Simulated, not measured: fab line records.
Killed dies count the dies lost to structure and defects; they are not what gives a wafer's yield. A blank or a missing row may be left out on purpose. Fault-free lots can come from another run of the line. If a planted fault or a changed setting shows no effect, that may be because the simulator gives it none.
fab line records    flow n5_finfet
record: lots: 7  wafers: 39
route steps=1938 shown DUMMY_GATE@248 SD_EPI_N@288 MOL_CONTACT_COAG@562 BEOL_M4@1064 BEOL_M5@1174 BEOL_M10@1509
start_h: hours from the record's first day to the start of the lot's first wafer shown    wait_h: hours since the lot's step before    " unchanged from the row above    L1.1+2: a row that stands for several wafers    - no value, or no start was given    * or withheld: withheld    < > ~ a bound
route shown NAME@n: a module of which the file shows steps, and the number in the route of the first    usual: the fault-free wafers' mean and standard deviation    same: alike in all rows    chamber/n: place in a boat    sites: each site's reading    _std_site: standard deviation across them    _edge_site: the outer-site mean with the inner-site mean subtracted    radius_mm: for every site, how far away it sits from the centre of the wafer    mask NAME#n: copy n    behind: the last tool/chamber to shape the wafer    hold: what put the lot on hold/how long, in hours/how the hold closed    device: the n, p or np transistor that did not switch    end of line: tests of these same wafers at the route's end    a step without rows: its recipe alone    killed: not the wafer's yield, but the dies lost to structure and defects at the first sort    map: dies across one wafer; x = killed, . = not, _ = none there
set.NAME: the setting that was run; set.NAME@STEP: the one run at that earlier step    model.NAME: the simulator's own value behind a step, which no gauge read
lots run with intentionally changed settings; tables by step, rows by wafer
== steps ==
step: N5_DUMMY_GATE_ETCH_44
recipe: chemistry: HBr/O2  over_etch_frac: 0.7  target_depth_a: 1275  stop_on: SiO2  ion_energy_ev: 60  bias_w: 20  target: poly-Si  mask_material: SiO2  pressure_mtorr: 20  icp_w: 400  HBr_flow_sccm: 120  O2_flow_sccm: 10
usual: oes_product_au: 0.726/0.01
lot.wafer  tool       chamber  start_h  wait_h  set.target_depth_a  oes_product_au
L080.1     rie_si-05  2        84.91    0.0     1275                0.694
L080.2     "          1        "        "       1867                0.614
L080.3     "          0        "        "       1867                0.633
L080.4     "          3        "        "       1275                0.728
L080.5     "          3        "        "       1275                0.729
L080.6     "          0        "        "       1867                0.620
L081.1     rie_si-02  0        89.42    0.0     1275                0.731
L081.2     "          1        "        "       1275                0.731
L081.5     "          0        "        "       1275                0.716
L084.1     rie_si-02  3        108.98   0.0     907.6               0.843
L084.2     "          0        "        "       1275                0.722
L084.3     "          2        "        "       907.6               0.858
L084.4     "          1        "        "       1275                0.725
L084.5     "          0        "        "       907.6               0.862
L084.6     "          3        "        "       1275                0.716
L085.1     rie_si-05  3        114.95   0.0     1275                0.726
L085.2     "          2        "        "       1275                0.696
L085.3     "          1        "        "       836.1               0.906
L085.4     "          0        "        "       836.1               0.914
L085.5     "          3        "        "       836.1               0.904
L085.6     "          2        "        "       1275                0.697
L091.1     rie_si-02  1        148.11   0.0     1275                0.721
L091.2     "          3        "        "       1275                0.719
L091.3     "          0        "        "       1275                0.720
L091.4     "          2        "        "       1275                0.725
L091.5     "          0        "        "       1275                0.724
L091.6     "          1        "        "       1275                0.731
L092.1     rie_si-02  3        160.28   0.0     1275                0.711
L092.2     "          2        "        "       1275                0.726
L092.3     "          0        "        "       1275                0.738
L092.4     "          1        "        "       1275                0.734
L092.5     "          2        "        "       1275                0.732
L092.6     "          3        "        "       1275                0.701
L097.1     rie_si-02  3        185.70   0.0     1626                0.640
L097.2     "          1        "        "       1275                0.732
L097.3     "          0        "        "       1626                0.651
L097.4     "          2        "        "       1626                0.653
L097.5     "          3        "        "       1275                0.711
L097.6     "          2        "        "       1275                0.719
step: N5_SD_EPI_N_EPI_21
recipe: material: Si:P  dopant: P  temp_c: 680  pressure_torr: 255  time_s: 690
lot.wafer   tool          chamber  start_h  wait_h  set.epi_growth_time_s  model.Si-P_of_SD_EPI_N_EPI_21.thk_nm
L080.1      epi_rpcvd-03  0        89.80    0.1     690                    59.4
L080.2+6    "             0        "        "       690                    58.6
L080.3      "             0        "        "       690                    59.2
L080.4+5    "             0        "        "       690                    58.8
L081.1      epi_rpcvd-02  0        93.02    0.1     690                    59.4
L081.2      "             0        "        "       690                    59.2
L081.5      "             0        "        "       690                    58.8
L084.1      epi_rpcvd-01  0        112.13   0.1     335                    31.4
L084.2      "             0        "        "       690                    60.4
L084.3      "             0        "        "       335                    31.2
L084.4      "             0        "        "       690                    59.8
L084.5      "             0        "        "       690                    59.2
L084.6      "             0        "        "       335                    31.6
L085.1      epi_rpcvd-01  0        118.48   0.1     690                    58.6
L085.2      "             0        "        "       398.5                  36.6
L085.3      "             0        "        "       690                    59.4
L085.4+6    "             0        "        "       398.5                  37
L085.5      "             0        "        "       690                    59.2
L091.1      epi_rpcvd-02  0        155.38   0.2     510.5                  47.4
L091.2+5    "             0        "        "       690                    59.6
L091.3      "             0        "        "       510.5                  47
L091.4      "             0        "        "       510.5                  47.2
L091.6      "             0        "        "       690                    59.4
L092.1+3+5  epi_rpcvd-01  0        164.56   0.2     690                    59.2
L092.2      "             0        "        "       690                    59.8
L092.4      "             0        "        "       690                    58.6
L092.6      "             0        "        "       690                    59.4
L097.1      epi_rpcvd-02  0        188.80   0.1     1045                   80.4
L097.2      "             0        "        "       690                    59
L097.3      "             0        "        "       690                    60.6
L097.4      "             0        "        "       1045                   79.8
L097.5      "             0        "        "       690                    59.6
L097.6      "             0        "        "       1045                   80.2
step: N5_SD_EPI_N_EPI_MEAS_23
recipe: mode: xrd
usual: thk_nm: 59.1/1.1
lot.wafer  tool           chamber  start_h  wait_h  set.epi_growth_time_s@SD_EPI_N_EPI_21  thk_nm
L080.1     film_metro-01  -        91.52    1.4     690                                    59.5
L080.2     "              -        "        "       690                                    58.9
L080.3     "              -        "        "       690                                    57.0
L080.4     "              -        "        "       690                                    57.6
L080.5     "              -        "        "       690                                    58.7
L080.6     "              -        "        "       690                                    57.6
L081.1     film_metro-01  -        94.74    1.4     690                                    61.0
L081.2     "              -        "        "       690                                    60.3
L081.5     "              -        "        "       690                                    60.4
L084.1     film_metro-01  -        113.85   1.4     335                                    31.7
L084.2     "              -        "        "       690                                    61.2
L084.3     "              -        "        "       335                                    31.7
L084.4     "              -        "        "       690                                    60.8
L084.5     "              -        "        "       690                                    59.0
L084.6     "              -        "        "       335                                    33.7
L085.1     film_metro-01  -        120.19   1.4     690                                    58.2
L085.2     "              -        "        "       398.5                                  36.8
L085.3     "              -        "        "       690                                    59.1
L085.4     "              -        "        "       398.5                                  38.3
L085.5     "              -        "        "       690                                    59.8
L085.6     "              -        "        "       398.5                                  36.2
L091.1     film_metro-02  -        157.65   1.9     510.5                                  48.1
L091.2     "              -        "        "       690                                    60.0
L091.3     "              -        "        "       510.5                                  47.9
L091.4     "              -        "        "       510.5                                  46.6
L091.5     "              -        "        "       690                                    59.7
L091.6     "              -        "        "       690                                    60.0
L092.1     film_metro-01  -        166.84   1.9     690                                    59.1
L092.2     "              -        "        "       690                                    59.5
L092.3     "              -        "        "       690                                    59.1
L092.4     "              -        "        "       690                                    58.1
L092.5     "              -        "        "       690                                    58.4
L092.6     "              -        "        "       690                                    58.6
L097.1     film_metro-02  -        190.52   1.4     1045                                   80.4
L097.2     "              -        "        "       690                                    58.8
L097.3     "              -        "        "       690                                    62.0
L097.4     "              -        "        "       1045                                   79.6
L097.5     "              -        "        "       690                                    61.6
L097.6     "              -        "        "       1045                                   80.8
step: N5_SD_EPI_N_PRECLEAN_24
recipe: chemistry: O3/DIW  time_s: 60  temp_c: 22  o3_ppm: 10
lot.wafer   tool          chamber  start_h  wait_h  set.epi_growth_time_s@SD_EPI_N_EPI_21  model.Si-P_of_SD_EPI_N_EPI_21.thk_nm
L080.1      wet_bench-05  3        91.56    0.0     690                                    59
L080.2      "             2        "        "       690                                    58.2
L080.3      "             5        "        "       690                                    58.8
L080.4+5+6  "             4,6,1    "        "       690                                    58.4
L081.1      wet_bench-01  2        94.78    0.0     690                                    59
L081.2      "             7        "        "       690                                    58.8
L081.5      "             4        "        "       690                                    58.4
L084.1      wet_bench-05  4        113.89   0.0     335                                    31.2
L084.2      "             1        "        "       690                                    59.8
L084.3      "             2        "        "       335                                    31
L084.4      "             7        "        "       690                                    59.4
L084.5      "             3        "        "       690                                    58.8
L084.6      "             0        "        "       335                                    31.4
L085.1      wet_bench-06  3        120.23   0.0     690                                    58.2
L085.2      "             1        "        "       398.5                                  36.4
L085.3      "             2        "        "       690                                    59
L085.4+6    "             7,4      "        "       398.5                                  36.8
L085.5      "             0        "        "       690                                    58.8
L091.1      wet_bench-01  5        157.69   0.0     510.5                                  47
L091.2+5    "             7,1      "        "       690                                    59.2
L091.3+4    "             2,6      "        "       510.5                                  46.8
L091.6      "             0        "        "       690                                    59
L092.1+3+5  wet_bench-06  2,7,0    166.87   0.0     690                                    58.8
L092.2      "             1        "        "       690                                    59.4
L092.4      "             6        "        "       690                                    58.2
L092.6      "             3        "        "       690                                    59
L097.1+6    wet_bench-05  6,7      190.56   0.0     1045                                   79.8
L097.2      "             5        "        "       690                                    58.6
L097.3      "             3        "        "       690                                    60.2
L097.4      "             4        "        "       1045                                   79.2
L097.5      "             0        "        "       690                                    59.2
step: N5_MOL_CONTACT_COAG_ALD_123
recipe: material: SiNx  target_thk_a: 50  temp_c: 400  ald_precursor_family: SiH2I2  ald_co_reactant: N2/H2-plasma  pulse_time_s: 1  purge_time_s: 2  co_reactant_purge_time_s: 2  ald_cycles: 100  pressure_torr: 2
lot.wafer         tool        chamber      start_h  wait_h  set.ald_cycles  model.SiNx_of_MOL_CONTACT_COAG_ALD_123.thk_nm
L080.1+2+3+4+5+6  ald_sin-04  3,1,2,0,1,2  134.37   0.0     100             5
L081.1+2+5        ald_sin-03  2,0,1        137.25   0.0     100             5
L084.1+2+3+4+5+6  ald_sin-04  2,0,1,2,0,1  159.10   0.0     100             5
L085.1+3+6        ald_sin-04  1,0,1        169.44   0.0     75              3.8
L085.2+4+5        "           2,2,0        "        "       100             5
L091.1+2+3+4+5+6  ald_sin-03  3,1,0,2,0,1  201.55   0.0     100             5
L092.1+4+5        ald_sin-02  2,1,2        209.84   0.3     41              2
L092.2+3+6        "           0,3,1        "        "       100             5
L097.1+4+5        ald_sin-04  3,0,0        235.48   0.0     149             7.4
L097.2+3+6        "           1,2,1        "        "       100             5
step: N5_MOL_CONTACT_COAG_VIA_ETCH_46
recipe: chemistry: C4F6/O2  target_depth_a: 460  overetch_a: 92  mask_material: SOC  target: SiO2  bias_w: 455  pressure_mtorr: 10  time_s: 40  source_w: 325  Ar_flow_sccm: 300  C4F6_flow_sccm: 10  O2_flow_sccm: 10  ion_energy_ev: 575.3  ends: end_point
lot.wafer  tool         chamber  start_h  wait_h  set.target_depth_a  model.etch.depth_nm  model.SOC_of_MOL_CONTACT_COAG_COAT_75.thk_nm
L080.1     rie_diel-06  3        136.53   0.0     199.3               28.42                53.8
L080.2     "            0        "        "       460                 45.84                50.6
L080.3     "            1        "        "       199.3               29.05                54
L080.4     "            2        "        "       460                 46.59                50.6
L080.5     "            1        "        "       199.3               29.03                53.8
L080.6     "            2        "        "       460                 46.59                50.4
L081.1     rie_diel-02  1        139.11   0.0     460                 46.45                51
L081.2     "            3        "        "       460                 46.61                50.8
L081.5     "            0        "        "       460                 47.28                51
L084.1     rie_diel-04  2        160.55   0.0     666.4               45.3                 48.4
L084.2     "            3        "        "       460                 45.59                51.2
L084.3     "            0        "        "       460                 45.49                50.8
L084.4     "            1        "        "       666.4               46.37                48.8
L084.5     "            3        "        "       666.4               46.27                48.4
L084.6     "            2        "        "       460                 45.78                50.6
L085.1     rie_diel-02  2        171.10   0.0     460                 45.63                50.8
L085.2     "            3        "        "       460                 45.36                50.8
L085.3     "            1        "        "       460                 45.66                50.6
L085.4     "            2        "        "       460                 45.76                51
L085.5     "            3        "        "       460                 46.33                50.6
L085.6     "            1        "        "       460                 46.01                50.8
L091.1     rie_diel-04  2        203.99   0.0     460                 45.9                 50.4
L091.2     "            3        "        "       548.6               45.56                49.6
L091.3     "            1        "        "       460                 46.62                50.6
L091.4     "            0        "        "       548.6               45.83                49
L091.5     "            0        "        "       548.6               46.18                49.4
L091.6     "            3        "        "       460                 45.98                50.4
L092.1     rie_diel-04  1        211.61   0.0     698.3               44.84                48
L092.2     "            0        "        "       460                 45.18                50.6
L092.3     "            3        "        "       698.3               45.6                 47.6
L092.4     "            2        "        "       698.3               46.02                47.6
L092.5     "            1        "        "       460                 45.8                 50.8
L092.6     "            0        "        "       460                 46.2                 50.6
L097.1     rie_diel-06  2        239.29   0.0     460                 45.99                51
L097.2     "            3        "        "       186.2               27.13                54.4
L097.3     "            0        "        "       186.2               27.83                54.2
L097.4     "            1        "        "       186.2               27.62                54.2
L097.5     "            0        "        "       460                 46.5                 50.8
L097.6     "            1        "        "       460                 46.96                50.6
step: N5_MOL_CONTACT_COAG_STRIP_96
recipe: chemistry: N2/H2  power_w: 500  temp_c: 40  pressure_mtorr: 50  rf_frequency_hz: 6e+07  overash_fraction: 0.3  bias_power_w: 28  h2_frac: 0.5  n2_flow_sccm: 300  h2_flow_sccm: 300
step: N5_MOL_CONTACT_COAG_ETCH_47
recipe: chemistry: CH3F/O2  target: SiNx  target_depth_a: 270  mask_material: SiO2  stop_on: W  over_etch_frac: 0.2  ion_energy_ev: 120  endpoint: OES-CN  pressure_mtorr: 30  source_w: 395  bias_w: 73  Ar_flow_sccm: 150  CH3F_flow_sccm: 30  O2_flow_sccm: 20  ends: end_point
usual: etch_rf_on_time_s: 31.0/0.49
lot.wafer  tool         chamber  start_h  wait_h  set.target_depth_a@MOL_CONTACT_COAG_VIA_ETCH_46  etch_rf_on_time_s  model.etch.over_etch_s
L080.1     rie_diel-06  3        136.63   0.0     199.3                                            50.8               0
L080.2     "            0        "        "       460                                              31.1               5.18
L080.3     "            1        "        "       199.3                                            50.8               0
L080.4     "            2        "        "       460                                              31.0               5.172
L080.5     "            1        "        "       199.3                                            50.8               0
L080.6     "            2        "        "       460                                              31.3               5.218
L081.1     rie_diel-02  1        139.22   0.0     460                                              30.7               5.113
L081.2     "            3        "        "       460                                              30.6               5.102
L081.5     "            0        "        "       460                                              31.7               5.28
L084.1     rie_diel-04  2        160.65   0.0     666.4                                            30.4               5.063
L084.2     "            3        "        "       460                                              30.7               5.117
L084.3     "            0        "        "       460                                              31.1               5.179
L084.4     "            1        "        "       666.4                                            31.8               5.302
L084.5     "            3        "        "       666.4                                            30.7               5.12
L084.6     "            2        "        "       460                                              30.0               5.009
L085.1     rie_diel-02  2        171.21   0.0     460                                              31.0               5.171
L085.2     "            3        "        "       460                                              31.0               5.159
L085.3     "            1        "        "       460                                              30.6               5.102
L085.4     "            2        "        "       460                                              30.8               5.135
L085.5     "            3        "        "       460                                              30.5               5.084
L085.6     "            1        "        "       460                                              30.3               5.056
L091.1     rie_diel-04  2        204.10   0.0     460                                              30.2               5.039
L091.2     "            3        "        "       548.6                                            30.8               5.137
L091.3     "            1        "        "       460                                              31.6               5.267
L091.4     "            0        "        "       548.6                                            30.9               5.146
L091.5     "            0        "        "       548.6                                            31.0               5.159
L091.6     "            3        "        "       460                                              31.1               5.183
L092.1     rie_diel-04  1        211.71   0.0     698.3                                            31.4               5.229
L092.2     "            0        "        "       460                                              30.4               5.064
L092.3     "            3        "        "       698.3                                            30.6               5.099
L092.4     "            2        "        "       698.3                                            30.0               5.004
L092.5     "            1        "        "       460                                              31.3               5.212
L092.6     "            0        "        "       460                                              30.5               5.088
L097.1     rie_diel-06  2        239.39   0.0     460                                              31.2               5.196
L097.2     "            3        "        "       186.2                                            50.8               0
L097.3     "            0        "        "       186.2                                            50.8               0
L097.4     "            1        "        "       186.2                                            50.8               0
L097.5     "            0        "        "       460                                              31.1               5.188
L097.6     "            1        "        "       460                                              31.5               5.253
step: N5_MOL_CONTACT_COAG_STRIP_119
recipe: chemistry: N2/H2  time_s: 30  power_w: 1000  temp_c: 250  pressure_mtorr: withheld  n2_flow_sccm: 1750  h2_flow_sccm: 3250
step: N5_MOL_CONTACT_COAG_PRECLEAN_144
recipe: chemistry: alkaline_clean  temp_c: 60  time_s: 60  do_ppb: 50
step: N5_MOL_CONTACT_COAG_STRIP_120
recipe: chemistry: CHF3  resist: SiARC  rf_frequency_hz: 6e+07
step: N5_MOL_CONTACT_COAG_VIA_ETCH_117
recipe: chemistry: C4F6/O2  target_depth_a: 400  overetch_a: 80  mask_material: SOC  target: SiO2  bias_w: 455  pressure_mtorr: 10  time_s: 26  source_w: 325  Ar_flow_sccm: 300  C4F6_flow_sccm: 10  O2_flow_sccm: 10  ion_energy_ev: 575.3  ends: end_point
step: N5_MOL_CONTACT_COAG_ETCH_124
recipe: chemistry: CH3F/O2  target: SiNx  target_depth_a: 65  mask_material: SOC  stop_on: SiOC  over_etch_frac: 0.3  ion_energy_ev: 120  pressure_mtorr: 30  source_w: 395  bias_w: 73  Ar_flow_sccm: 150  CH3F_flow_sccm: 30  O2_flow_sccm: 20  ends: end_point
lot.wafer  tool         chamber  start_h  wait_h  set.ald_cycles@MOL_CONTACT_COAG_ALD_123  model.etch.depth_nm
L080.1     rie_diel-06  2        138.19   0.0     100                                      5.023
L080.2     "            3        "        "       100                                      4.999
L080.3     "            1        "        "       100                                      5.015
L080.4     "            0        "        "       100                                      5
L080.5     "            2        "        "       100                                      4.982
L080.6     "            3        "        "       100                                      4.978
L081.1     rie_diel-04  2        140.60   0.0     100                                      4.999
L081.2     "            1        "        "       100                                      5.01
L081.5     "            2        "        "       100                                      5.033
L084.1     rie_diel-02  0        162.01   0.0     100                                      4.993
L084.2     "            3        "        "       100                                      4.99
L084.3     "            1        "        "       100                                      4.994
L084.4     "            2        "        "       100                                      4.978
L084.5     "            3        "        "       100                                      5.006
L084.6     "            0        "        "       100                                      5.02
L085.1     rie_diel-02  2        172.79   0.0     75                                       3.737
L085.2     "            1        "        "       100                                      4.983
L085.3     "            3        "        "       75                                       3.759
L085.4     "            2        "        "       100                                      4.949
L085.5     "            1        "        "       100                                      5.013
L085.6     "            3        "        "       75                                       3.73
L091.1     rie_diel-02  3        205.62   0.0     100                                      4.991
L091.2     "            0        "        "       100                                      4.982
L091.3     "            2        "        "       100                                      4.984
L091.4     "            1        "        "       100                                      4.988
L091.5     "            0        "        "       100                                      4.971
L091.6     "            1        "        "       100                                      4.986
L092.1     rie_diel-02  2        213.65   0.0     41                                       2.041
L092.2     "            0        "        "       100                                      4.985
L092.3     "            3        "        "       100                                      5.028
L092.4     "            1        "        "       41                                       2.054
L092.5     "            0        "        "       41                                       2.031
L092.6     "            3        "        "       100                                      5.01
L097.1     rie_diel-06  1        241.44   0.0     149                                      6.397
L097.2     "            2        "        "       100                                      4.959
L097.3     "            0        "        "       100                                      4.982
L097.4     "            0        "        "       149                                      6.513
L097.5     "            2        "        "       149                                      6.501
L097.6     "            1        "        "       100                                      4.985
step: N5_BEOL_M4_ETCH_70
recipe: chemistry: N2/H2  target: SOC  target_depth_a: 800  overetch_a: 240  mask_material: SiARC  temp_c: 40  time_s: 130  ion_energy_ev: 200  pressure_mtorr: 30  source_w: 840  bias_w: 150  n2_flow_sccm: 200  h2_flow_sccm: 200
lot.wafer   tool         chamber  start_h  wait_h  set.time_s  model.SiARC_of_BEOL_M4_COAT_68.thk_nm
L080.1+4    rie_diel-04  0,3      191.23   0.0     70.4        8.6
L080.2      "            1        "        "       130         6
L080.3      "            2        "        "       130         5.6
L080.5      "            1        "        "       130         5.8
L080.6      "            2        "        "       70.4        8.4
L081.1+5    rie_diel-06  2,0      207.73   0.0     130         5.8
L081.2      "            1        "        "       130         6
L084.1+5    rie_diel-06  2        228.87   0.0     130         6
L084.2      "            0        "        "       130         5.8
L084.3+4+6  "            1,3,1    "        "       99.65       7.4
L085.1+2+3  rie_diel-06  0,1,2    231.87   0.0     130         5.8
L085.4+5+6  "            3,2,1    "        "       130         6
L091.1+2    rie_diel-04  0,2      256.99   0.0     184.3       3
L091.3      "            3        "        "       130         5.6
L091.4+6    "            1        "        "       130         6
L091.5      "            2        "        "       184.3       2.8
L092.1+3+6  rie_diel-04  2,3,0    264.89   0.0     130         5.6
L092.2+4+5  "            1,0,1    "        "       130         5.8
L097.1+2+5  rie_diel-02  0,1,0    292.95   0.0     130         6
L097.3+4+6  "            3,2,1    "        "       91.05       7.8
step: N5_BEOL_M5_CVD_47
recipe: material: Co  target_thk_a: 30  temp_c: withheld  precursor: CCTBA/H2  pressure_torr: 30  time_s: 216
lot.wafer       tool       chamber    start_h  wait_h  set.target_thk_a  model.Co_of_BEOL_M5_CVD_47.thk_nm
L080.1          cvd_co-01  1          204.29   0.3     30                3.2
L080.2+4        "          2          "        "       30                2.8
L080.3+5+6      "          0,0,1      "        "       30                3
L081.1+2        cvd_co-02  2,1        222.40   0.0     30                3
L081.5          "          2          "        "       30                3.2
L084.1+4+5+6    cvd_co-02  1,0,2,1    242.41   0.0     30                3
L084.2+3        "          0,2        "        "       30                3.2
L085.1+2+4+5+6  cvd_co-02  0,2,0,2,1  242.62   0.0     30                3
L085.3          "          1          "        "       30                2.8
L091.1+2+4      cvd_co-02  0,1,1      270.41   0.0     37.01             3.8
L091.3+5        "          2,0        "        "       30                3
L091.6          "          2          "        "       30                3.2
L092.1          cvd_co-01  2          276.06   0.1     30                2.8
L092.2+4        "          0          "        "       14.64             1.6
L092.3+6        "          1          "        "       30                3
L092.5          "          2          "        "       14.64             1.4
L097.1+4+6      cvd_co-01  2,1,2      307.27   0.1     19.78             2
L097.2          "          0          "        "       30                3
L097.3+5        "          1,0        "        "       30                2.8
step: N5_BEOL_M10_VIA_ETCH_34
recipe: chemistry: C4F6/O2  target: SiCOH_lowk  target_depth_a: 1845  mask_material: SOC  taper_deg: 4  time_s: 69.2  ion_energy_ev: 250  pressure_mtorr: 30  source_w: 345  bias_w: 185  Ar_flow_sccm: 300  C4F6_flow_sccm: 10  O2_flow_sccm: 10
lot.wafer  tool         chamber  start_h  wait_h  set.time_s  model.etch.depth_nm  model.SOC_of_BEOL_M10_COAT_63.thk_nm
L080.1     rie_diel-02  0        256.08   0.0     69.2        183.7                92
L080.2     "            3        "        "       53.27       142.4                94.4
L080.3     "            2        "        "       53.27       142.6                94
L080.4     "            1        "        "       69.2        187.9                92.2
L080.5     "            0        "        "       69.2        184.6                92.4
L080.6     "            3        "        "       53.27       142.5                94
L081.1     rie_diel-06  3        271.14   0.0     69.2        190.1                92.6
L081.2     "            0        "        "       69.2        184.7                92.2
L081.5     "            3        "        "       69.2        191.1                91.8
L084.1     rie_diel-04  2        286.42   0.0     69.2        187.9                92
L084.2     "            0        "        "       84.88       227.5                90.2
L084.3     "            3        "        "       69.2        186.1                92.2
L084.4     "            3        "        "       69.2        185.6                92
L084.5     "            2        "        "       84.88       231.8                90
L084.6     "            0        "        "       84.88       226.4                90.2
L085.1     rie_diel-04  2        286.89   0.0     69.2        187.6                92
L085.2     "            0        "        "       69.2        185.7                92
L085.3     "            3        "        "       69.2        184.4                92
L085.4     "            0        "        "       69.2        184.7                92.2
L085.5     "            2        "        "       69.2        188.1                91.8
L085.6     "            3        "        "       69.2        183.2                92.2
L091.1     rie_diel-02  3        315.33   0.0     69.2        185.7                92
L091.2     "            0        "        "       91.33       241.4                89.4
L091.3     "            2        "        "       69.2        183.5                92
L091.4     "            1        "        "       91.33       245.2                89.2
L091.5     "            3        "        "       91.33       245.6                89.4
L091.6     "            2        "        "       69.2        183.7                92
L092.1     rie_diel-02  3        318.17   0.0     39.19       105.8                95.8
L092.2     "            2        "        "       69.2        183.5                92.4
L092.3     "            0        "        "       39.19       103.9                95.6
L092.4     "            1        "        "       39.19       104.9                95.6
L092.5     "            1        "        "       69.2        187                  92
L092.6     "            0        "        "       69.2        183.4                92.4
L097.1     rie_diel-02  1        349.19   0.0     98.83       264.2                89
L097.2     "            0        "        "       98.83       262.1                89
L097.3     "            3        "        "       98.83       266.5                88.8
L097.4     "            2        "        "       69.2        184.7                92.2
L097.5     "            0        "        "       69.2        184.2                92.6
L097.6     "            3        "        "       69.2        187.1                92.4
== key ==
split: step: N5_DUMMY_GATE_ETCH_44  setting: target_depth_a  stated: 1275  by: wafer
response: step: N5_DUMMY_GATE_ETCH_44  reading: oes_product_au  change: -0.00349  per: 1%  r: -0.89
split: step: N5_SD_EPI_N_EPI_21  setting: epi_growth_time_s  stated: 690  by: wafer
response: step: N5_SD_EPI_N_EPI_21  reading: model.Si-P_of_SD_EPI_N_EPI_21.thk_nm  change: +0.486  per: 1%  r: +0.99
response: step: N5_SD_EPI_N_EPI_MEAS_23  reading: thk_nm  change: *  per: 1%  r: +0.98
response: step: N5_SD_EPI_N_PRECLEAN_24  reading: model.Si-P_of_SD_EPI_N_EPI_21.thk_nm  change: +0.482  per: 1%  r: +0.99
split: step: N5_MOL_CONTACT_COAG_ALD_123  setting: ald_cycles  stated: 100  by: wafer
response: step: N5_MOL_CONTACT_COAG_ALD_123  reading: model.SiNx_of_MOL_CONTACT_COAG_ALD_123.thk_nm  change: +0.0499  per: 1%  r: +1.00
response: step: N5_MOL_CONTACT_COAG_ETCH_124  reading: model.etch.depth_nm  change: +0.0429  per: 1%  r: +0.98
split: step: N5_MOL_CONTACT_COAG_VIA_ETCH_46  setting: target_depth_a  stated: 460  by: wafer
response: step: N5_MOL_CONTACT_COAG_VIA_ETCH_46  reading: model.etch.depth_nm  shape: bent  at_lowest: 27.53  at_stated: 46.09  at_highest: 45.49
response: step: N5_MOL_CONTACT_COAG_VIA_ETCH_46  reading: model.SOC_of_MOL_CONTACT_COAG_COAT_75.thk_nm  change: -0.057  per: 1%  r: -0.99
response: step: N5_MOL_CONTACT_COAG_ETCH_47  reading: etch_rf_on_time_s  shape: bent  at_lowest: *  at_stated: *  at_highest: *
response: step: N5_MOL_CONTACT_COAG_ETCH_47  reading: model.etch.over_etch_s  shape: bent  at_lowest: 0  at_stated: 5.149  at_highest: 5.11
split: step: N5_BEOL_M4_ETCH_70  setting: time_s  stated: 130  by: wafer
response: step: N5_BEOL_M4_ETCH_70  reading: model.SiARC_of_BEOL_M4_COAT_68.thk_nm  change: -0.0635  per: 1%  r: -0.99
split: step: N5_BEOL_M5_CVD_47  setting: target_thk_a  stated: 30  by: wafer
response: step: N5_BEOL_M5_CVD_47  reading: model.Co_of_BEOL_M5_CVD_47.thk_nm  change: +0.0273  per: 1%  r: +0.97
split: step: N5_BEOL_M10_VIA_ETCH_34  setting: time_s  stated: 69.2  by: wafer
response: step: N5_BEOL_M10_VIA_ETCH_34  reading: model.etch.depth_nm  change: +1.85  per: 1%  r: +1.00
response: step: N5_BEOL_M10_VIA_ETCH_34  reading: model.SOC_of_BEOL_M10_COAT_63.thk_nm  change: -0.0812  per: 1%  r: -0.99
